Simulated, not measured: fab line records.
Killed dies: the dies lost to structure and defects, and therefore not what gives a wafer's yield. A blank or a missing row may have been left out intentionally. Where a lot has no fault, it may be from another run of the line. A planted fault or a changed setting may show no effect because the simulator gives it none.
fab line records | flow n5_finfet
[record] lots = 11 wafers = 28 last_day = 19
route steps=1938 shown MOL_CONTACT_COAG@528 BEOL_M4@1111 PASSIVATION@1936
lots that met no fault: taken from a fault-free run of the same line
start_h: the number of hours between the record's first day and the start of the first shown wafer of the lot | wait_h: hours since the lot's step before | " repeats the value in the row above | L1.1+2: several wafers, shown together as one row | - either no value or no given start | * or withheld: withheld | < > ~ a bound
route shown NAME@n: a module of which the file shows steps, and the number in the route of the first | usual: mean and standard deviation over wafers with no fault | same: alike in all rows | chamber/n: place in a boat | sites: readings site by site | _std_site: their standard deviation | _edge_site: the outer-site mean with the inner-site mean subtracted | radius_mm: for every site, how far away it sits from the centre of the wafer | mask NAME#n: copy n | behind: the last tool/chamber to shape the wafer | hold: why the lot was held/for how many hours/how that ended | device: names the non-switching transistor (n, p or np) | end of line: tests of these same wafers at the route's end | for a step that has no rows: nothing shown but its recipe | killed: at the first sort, the dies lost to defects and structure; wafer yield is something else | map: dies across one wafer; x = killed, . = not, _ = none there
set.NAME: the run value of the setting; set.NAME@STEP: its run value at that earlier step | model.NAME: the simulator's own value behind a step, which no gauge read
one table for each step of the route and one row for each wafer, over a sample of lots
services: from which hour (start_h, from the record's first day; less than 0 if before it) a tool's chamber was out of use, for how many hours, and why
[[steps]]
[step N5_MOL_CONTACT_COAG_INSPECT_10]
[recipe] mode = adi inspect_instrument = brightfield
[usual] raw_defect_count = 72/28
// columns lot.wafer tool chamber start_h wait_h raw_defect_count
L812.2 defect_inspect-02 - 85.34 0.0 48
L812.3 " - " " 54
L812.5 " - " " 74
L813.3 defect_inspect-01 - 95.44 0.0 84
L813.4 " - " " 106
L814.1 defect_inspect-02 - 109.91 0.1 103
L814.5 " - " " 89
L814.6 " - " " 74
L816.3 defect_inspect-01 - 117.82 0.0 196
L816.6 " - " " 126
L818.1 defect_inspect-02 - 126.14 0.1 33
L818.3 " - " " 56
L818.4 " - " " 49
L824.2 defect_inspect-01 - 162.80 0.0 57
L824.4 " - " " 37
L828.1 defect_inspect-01 - 185.27 0.1 72
L828.2 " - " " 61
L828.4 " - " " 76
L831.1 defect_inspect-01 - 203.99 0.1 73
L831.3 " - " " 104
L832.1 defect_inspect-02 - 210.56 0.1 105
L832.2 " - " " 33
L832.5 " - " " 96
L834.3 defect_inspect-01 - 225.24 0.0 65
L834.5 " - " " 51
L834.6 " - " " 68
L835.1 defect_inspect-02 - 227.78 0.1 65
L835.4 " - " " 92
[step N5_MOL_CONTACT_COAG_ETCH_106]
[recipe] chemistry = N2/H2 target = SOC target_depth_a = 800 overetch_a = 160 mask_material = SiARC temp_c = 40 time_s = 120 ion_energy_ev = 200 pressure_mtorr = 30 source_w = 840 bias_w = 150 n2_flow_sccm = 200 h2_flow_sccm = 200
[usual] drypump_motor_current_A = 5.6/0.44 oes_product_au = 0.70/0.079 rf_vpp_V = 524.4/2.3 showerhead_plenum_p_Torr = 2.56/0.09 throttle_valve_pct = 17.79/0.22
// columns lot.wafer tool chamber start_h wait_h drypump_motor_current_A oes_product_au rf_hours_counter_h rf_vpp_V showerhead_plenum_p_Torr throttle_valve_pct
L812.2 rie_diel-04 1 85.46 0.0 5.7 0.69 147 524.7 2.56 17.95
L812.3 " 3 " " 6.0 0.63 236 526.7 2.63 18.17
L812.5 " 1 " " 5.7 0.69 - 524.0 2.56 17.96
L813.3 rie_diel-03 1 95.56 0.0 5.8 0.65 191 523.4 2.52 17.62
L813.4 " 2 " " 5.2 0.67 154 519.8 2.42 17.85
L814.1 rie_diel-04 3 110.02 0.0 6.0 0.62 246 525.4 2.62 18.19
L814.5 " 3 " " 6.0 0.63 - 526.2 2.63 18.18
L814.6 " 2 " " 6.2 0.62 - 520.9 2.39 17.95
L816.3 rie_diel-02 0 117.93 0.0 6.3 0.76 56 524.9 2.56 17.73
L816.6 " 3 " " 5.7 0.62 - 522.3 2.47 17.63
L818.1 rie_diel-02 2 126.26 0.0 5.2 0.70 101 528.4 2.65 17.51
L818.3 " 3 " " 5.7 0.62 246 523.1 2.47 17.66
L818.4 " 0 " " 6.3 0.76 60 523.9 2.55 17.74
L824.2 rie_diel-04 1 163.37 0.0 5.7 0.67 175 524.8 2.55 18.00
L824.4 " 0 " " 5.9 0.63 - 526.0 2.65 17.93
L828.1 rie_diel-02 3 185.39 0.0 5.7 0.85 7 523.4 2.47 17.28
L828.2 " 0 " " 6.3 0.73 80 523.8 2.55 17.80
L828.4 " 2 " " 5.3 0.69 122 527.9 2.64 17.57
L831.1 rie_diel-04 3 204.11 0.0 6.0 0.81 27 526.3 2.61 17.85
L831.3 " 0 " " 5.8 0.62 220 525.0 2.65 17.98
L832.1 rie_diel-04 2 210.67 0.0 6.2 0.83 14 529.4 2.70 17.58
L832.2 " 1 " " 5.7 0.66 189 522.6 2.54 18.02
L832.5 " 0 " " 5.8 0.63 - 526.2 2.64 17.99
L834.3 rie_diel-03 3 225.37 0.0 4.8 0.80 24 527.3 2.70 17.60
L834.5 " 1 " " 5.8 0.62 - 523.1 2.50 17.72
L834.6 " 2 " " 5.3 0.64 - 519.1 2.40 17.93
L835.1 rie_diel-03 3 227.90 0.0 4.9 0.80 24 528.4 2.70 17.60
L835.4 " 1 " " 5.9 0.62 238 523.4 2.50 17.71
[step N5_MOL_CONTACT_COAG_ALD_20]
[recipe] material = TiN target_thk_a = 15 temp_c = 400 ald_precursor_family = TiCl4 ald_co_reactant = NH3 pulse_time_s = 1 purge_time_s = 3 co_reactant_purge_time_s = 2 co_reactant_pulse_time_s = 2 ald_cycles = 68 pressure_torr = 3
[usual] heater_power_outer_w = 513/29 heater_power_w = 852/65 precursor_pulse_height_rel = 1.000/0.02 susceptor_temp_C = 399.98/0.2
[same] pulse_time_s = 1
// columns lot.wafer tool chamber start_h wait_h heater_power_outer_w heater_power_w precursor_pulse_height_rel susceptor_temp_C
L812.2 ald_metal-03 2 86.35 0.1 500 830 1.029 400.05
L812.3 " 1 " " 551 958 0.965 400.14
L812.5 " 2 " " 480 845 0.988 399.89
L813.3 ald_metal-03 1 97.03 0.1 547 968 1.009 400.10
L813.4 " 3 " " 477 781 1.023 399.79
L814.1 ald_metal-03 1 112.33 0.1 521 922 0.996 394.44
L814.5 " 0 " " 518 865 1.020 393.92
L814.6 " 3 " " 461 761 1.005 394.55
L816.3 ald_metal-02 1 120.28 0.1 486 781 0.995 400.00
L816.6 " 1 " " 480 772 1.011 399.71
L818.1 ald_metal-03 1 131.13 0.1 519 899 0.993 393.80
L818.3 " 0 " " 533 860 0.997 394.10
L818.4 " 2 " " 467 816 1.023 394.46
L824.2 ald_metal-02 0 164.31 0.1 512 857 0.991 399.92
L824.4 " 2 " " 504 859 1.001 400.08
L828.1 ald_metal-03 2 186.31 0.1 508 853 1.009 400.05
L828.2 " 3 " " 493 764 0.969 400.34
L828.4 " 1 " " 545 955 1.008 399.81
L831.1 ald_metal-03 0 205.00 0.1 546 904 1.010 400.02
L831.3 " 2 " " 489 837 1.005 399.94
L832.1 ald_metal-03 3 211.69 0.1 481 787 1.028 400.14
L832.2 " 0 " " 527 890 0.981 400.12
L832.5 " 0 " " 554 898 0.976 400.05
L834.3 ald_metal-03 2 227.42 0.1 483 858 0.979 399.93
L834.5 " 2 " " 485 861 0.971 400.16
L834.6 " 3 " " 494 759 1.024 400.08
L835.1 ald_metal-04 3 230.65 0.1 553 937 1.020 400.29
L835.4 " 2 " " 523 901 1.012 400.43
[step N5_MOL_CONTACT_COAG_SPUTTER_143]
[recipe] material = Co target_thk_a = 25 temp_c = 25 chamber_pressure_pa = 0.2
[usual] chamber_pressure_pa = 0.1999/0.00039 throttle_valve_pct = 29.9/1.4
// columns lot.wafer tool chamber start_h wait_h chamber_pressure_pa throttle_valve_pct
L812.2 pvd_sputter-01 - 88.57 0.0 0.1998 31.2
L812.3 " - " " 0.2006 32.4
L812.5 " - " " 0.1992 30.9
L813.3 pvd_sputter-02 - 97.77 0.0 0.1999 30.0
L813.4 " - " " 0.2001 28.9
L814.1 pvd_sputter-01 - 112.98 0.0 0.1999 28.4
L814.5 " - " " 0.2000 28.5
L814.6 " - " " 0.2004 30.6
L816.3 pvd_sputter-03 - 121.63 0.0 0.1998 29.5
L816.6 " - " " 0.1992 29.0
L818.1 pvd_sputter-02 - 132.34 0.0 0.2004 31.3
L818.3 " - " " 0.1999 30.1
L818.4 " - " " 0.2000 31.6
L824.2 pvd_sputter-02 - 165.44 0.0 0.2000 30.4
L824.4 " - " " 0.2000 30.1
L828.1 pvd_sputter-02 - 187.12 0.0 0.1993 31.2
L828.2 " - " " 0.2001 30.1
L828.4 " - " " 0.1997 29.0
L831.1 pvd_sputter-02 - 209.64 0.0 0.1999 31.2
L831.3 " - " " 0.1990 28.9
L832.1 pvd_sputter-03 - 213.32 0.0 0.2001 28.8
L832.2 " - " " 0.2001 29.5
L832.5 " - " " 0.2003 28.9
L834.3 pvd_sputter-01 - 228.15 0.0 0.2004 30.9
L834.5 " - " " 0.2002 30.9
L834.6 " - " " 0.2004 32.8
L835.1 pvd_sputter-01 - 231.77 0.0 0.2003 32.6
L835.4 " - " " 0.2003 31.0
[step N5_BEOL_M4_RC_MEAS_101]
[usual] DIBL_N = 36.4/2.2 DIBL_P = 36.3/2.5 IOFF_N = 0.17/0.052 IOFF_P = 0.23/0.049 ION_N = 674/17 ION_P = 464/11 SS_N = 71.7/0.98 SS_P = 73.3/0.84 VT_N = 250/4 VT_P = -249/3.8
// columns lot.wafer tool chamber start_h wait_h DIBL_N[mV/V] DIBL_P[mV/V] IOFF_N[nA/um] IOFF_P[nA/um] ION_N[uA/um] ION_P[uA/um] SS_N[mV/dec] SS_P[mV/dec] VT_N[mV] VT_P[mV]
L812.2 prober-02 0 175.89 0.2 36.9 38.2 0.18 0.25 708 483 71.2 73.4 246 -246
L812.3 " 0 " " 40.0 41.8 0.23 0.32 704 487 72.4 75.1 245 -243
L812.5 " 0 " " 38.3 40.1 0.19 0.30 682 472 72.0 75.2 246 -245
L813.3 prober-01 0 186.41 0.3 36.5 36.3 0.15 0.22 686 466 71.0 72.7 247 -249
L813.4 " 0 " " 34.8 33.8 0.11 0.18 627 440 71.2 73.0 259 -257
L816.3 prober-01 0 233.47 0.3 35.7 36.6 0.16 0.28 683 483 71.7 73.1 250 -239
L816.6 " 0 " " 39.7 41.8 0.26 0.42 714 495 71.7 74.6 241 -238
L814.1 prober-02 0 239.10 0.0 37.6 38.8 0.21 0.33 691 477 71.3 73.8 246 -242
L814.5 " 0 " " 36.1 35.6 0.16 0.25 686 481 71.6 73.1 251 -244
L814.6 " 0 " " 33.2 33.2 0.12 0.21 656 464 70.8 72.4 256 -247
L818.1 prober-02 0 248.98 0.0 38.3 38.9 0.21 0.25 697 472 72.0 73.7 247 -249
L818.3 " 0 " " 39.6 38.2 0.22 0.24 675 456 72.2 74.4 248 -250
L818.4 " 0 " " 35.8 33.9 0.17 0.17 673 454 72.2 72.9 248 -252
L824.2 prober-02 0 276.30 0.2 38.0 39.1 0.22 0.31 705 486 72.5 74.4 246 -243
L824.4 " 0 " " 34.6 33.3 0.14 0.21 672 465 71.2 72.7 252 -248
L831.1 prober-02 0 317.45 0.0 36.8 36.9 0.18 0.24 689 468 71.7 72.9 245 -248
L831.3 " 0 " " 38.1 38.4 0.19 0.25 679 463 72.0 73.9 246 -245
L828.1 prober-01 0 321.84 0.0 38.8 38.8 0.24 0.27 700 478 71.9 74.3 243 -243
L828.2 " 0 " " 38.0 36.3 0.21 0.22 649 447 73.6 74.4 248 -251
L828.4 " 0 " " 38.1 37.9 0.20 0.25 688 467 72.5 73.7 245 -247
L832.1 prober-01 0 326.37 0.0 33.2 33.6 0.11 0.17 667 459 70.6 71.8 252 -249
L832.2 " 0 " " 37.1 37.4 0.18 0.23 695 472 72.1 72.9 244 -244
L832.5 " 0 " " 35.7 35.1 0.15 0.18 659 451 70.6 72.5 251 -252
L834.3 prober-01 0 348.84 0.3 35.3 35.1 0.15 0.21 679 470 71.6 73.5 252 -248
L834.5 " 0 " " 37.2 37.3 0.19 0.24 687 470 71.8 73.9 247 -249
L834.6 " 0 " " 32.0 30.7 0.11 0.16 676 470 69.8 72.2 255 -253
L835.1 prober-01 0 349.46 0.7 33.5 34.5 0.12 0.19 652 459 71.2 72.9 255 -249
L835.4 " 0 " " 34.1 34.9 0.14 0.20 674 470 70.4 71.8 248 -249
[step N5_PASSIVATION_PROBE_49]
[usual] defect_limited_yield = 91.2/1.4 killed_at_M0_to_M3 = 34/9.3 killed_at_M4_up = 14/5.9 killed_at_contacts = 14/5.7 killed_at_front_end = 38/10 killed_at_other = 4/3.2 killed_dies = 104/17 killed_open = 67/13 killed_short = 33/6.9 sort_bin_5_function = 5.2/1 sort_bin_6_memory = 3.3/0.61 sort_bin_8_speed = 0.3/1.8 sort_n_pass = 1069/52 sort_yield_pct = 91/4.4
[same] gross_dies = 1180 killed_at_back_side = 0 sort_bin_4_leakage[%] = 0
// columns lot.wafer tool chamber start_h wait_h defect_limited_yield[%] killed_at_M0_to_M3 killed_at_M4_up killed_at_contacts killed_at_front_end killed_at_other killed_dies killed_open killed_short sort_bin_5_function[%] sort_bin_6_memory[%] sort_bin_8_speed[%] sort_n_pass sort_yield_pct[%]
L824.2 prober-01 - 380.75 0.1 89.0 40 14 17 45 14 130 84 34 7.9 3.1 0 1050 89
L824.4 prober-01 - 380.85 0.2 91.3 43 8 16 33 3 103 61 34 5.1 3.5 0 1077 91
// killed by level:class
L824.2 MOL_CONTACT_COAG:geometric_particle:open=14 FIN_SAQP:geometric_particle:open=12 BEOL_M1:geometric_particle:open=12 STI_FIN_REVEAL:geometric_particle:open=10 PASSIVATION:area_etch=9 BEOL_M3:geometric_particle:open=8 GATE_CUT:geometric_particle:short=6 BEOL_M0_SAQP:geometric_particle:short=6
L824.4 MOL_CONTACT_COAG:geometric_particle:open=12 FIN_SAQP:geometric_particle:short=9 BEOL_M0_SAQP:geometric_particle:short=8 BEOL_M0_SAQP:geometric_particle:open=7 BEOL_M1:geometric_particle:open=7 BEOL_M3:geometric_particle:open=7 FIN_SAQP:geometric_particle:open=6 BEOL_M2:geometric_particle:open=6
[[services]]
// columns tool chamber start_h hours kind
pvd_sputter-01 - 66.30 3.6 repair
rie_diel-02 0 73.23 5.6 repair
pvd_sputter-02 - 73.97 11.7 repair
rie_diel-02 0 82.78 5.5 repair
pvd_sputter-03 - 94.96 13.8 repair
rie_diel-04 0 98.94 4.2 repair
rie_diel-04 3 118.34 - clean
rie_diel-04 3 118.34 - consumable_replace:focus_ring
rie_diel-04 3 118.34 17.5 scheduled_down
rie_diel-04 3 118.34 17.5 vent_cycle
rie_diel-04 2 135.83 - clean
rie_diel-04 2 135.83 - consumable_replace:focus_ring
rie_diel-04 2 135.83 - consumable_replace:showerhead
rie_diel-04 2 135.83 27.6 scheduled_down
rie_diel-04 2 135.83 27.6 vent_cycle
rie_diel-02 3 140.88 - clean
rie_diel-02 3 140.88 - consumable_replace:focus_ring
rie_diel-04 0 148.13 4.3 repair
ald_metal-02 - 152.73 8.7 pm
pvd_sputter-01 - 155.00 1.1 repair
pvd_sputter-01 - 161.50 48.4 repair
ald_metal-03 1 165.73 9.0 repair
ald_metal-04 - 189.13 6.0 pm
rie_diel-03 0 201.11 2.7 repair
[[key]]
[first_sign] step = N5_MOL_CONTACT_COAG_ALD_20 reading = susceptor_temp_C direction = down sigmas = 28 usual = * struck = *
effect none on later readings
met_at N5_MOL_CONTACT_COAG_ALD_20
struck_lots L814,L818
not_acting_at N5_MOL_CONTACT_COAG_INSPECT_10,N5_MOL_CONTACT_COAG_ETCH_106,N5_MOL_CONTACT_COAG_SPUTTER_143
onset_between 97.03 112.33
[fault] kind = process_parameter_drift tool = ald_metal-03 chamber = - onset_h = 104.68 steps = N5_MOL_CONTACT_COAG_ALD_20 channel = temp_c offset = * shape = step end_h = 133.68 acts_in = * stated = *
